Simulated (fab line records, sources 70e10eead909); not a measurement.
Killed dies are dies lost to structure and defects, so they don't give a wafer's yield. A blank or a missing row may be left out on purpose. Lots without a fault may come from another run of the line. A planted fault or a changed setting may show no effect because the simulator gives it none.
Chamber matching | flow nand_harc | NHARC_A_CHANNEL_FILL_D1_STRIP_28 on rie_diel-09: 4 sister chambers
The step strips in O2, time 20 s. 7 wafers are shown with their chamber, then 7 later ones without.

WAFERS WITH THEIR CHAMBER
wafer  | chamber | drypump_motor_current_A (A) | oes_product_au (a.u.)
L076.2 | 3       | 6.3                         | 0.995
L083.3 | 2       | 5.6                         | 1.003
L090.2 | 2       | 5.5                         | 0.997
L090.3 | 0       | 6.4                         | 0.994
L090.6 | 0       | 6.4                         | 0.991
L090.1 | 1       | 5.4                         | 0.979
L090.4 | 1       | 5.4                         | 0.987

WAFERS WITHOUT THEIR CHAMBER
wafer  | drypump_motor_current_A (A) | oes_product_au (a.u.)
L090.5 | 5.5                         | 0.998
L094.1 | 6.3                         | 1.008
L094.3 | 5.5                         | 1.004
L094.6 | 5.5                         | 1.001
L096.2 | 6.3                         | 0.997
L096.4 | 6.3                         | 1.007
L096.5 | 5.4                         | 0.985

WHICH CHAMBER EACH WENT THROUGH
wafer  | from the rows above     | in truth
L090.5 | 2                       | 2
L094.1 | can't be placed: 3 or 0 | 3
L094.3 | 2                       | 2
L094.6 | 2                       | 2
L096.2 | 3                       | 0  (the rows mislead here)
L096.4 | can't be placed: 3 or 0 | 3
L096.5 | 1                       | 1
Placed correctly: 4 of 7. Can't be placed from these rows: 2 (the true chamber is among the candidates in 2). Placed wrongly: 1.
How it was worked out, from the rows above alone: a wafer's distance from a chamber is the root of the sum, over the readings, of the square of ((its reading less the chamber's mean) divided by the reading's scatter). The wafer belongs to the nearest chamber; if the next one is less than 2 further off, it can't be placed. A chamber's mean is the mean of its shown wafers. The scatter: the root of (the sum of the squares of (reading less its chamber's mean) over the shown wafers, divided by (wafers less chambers)).
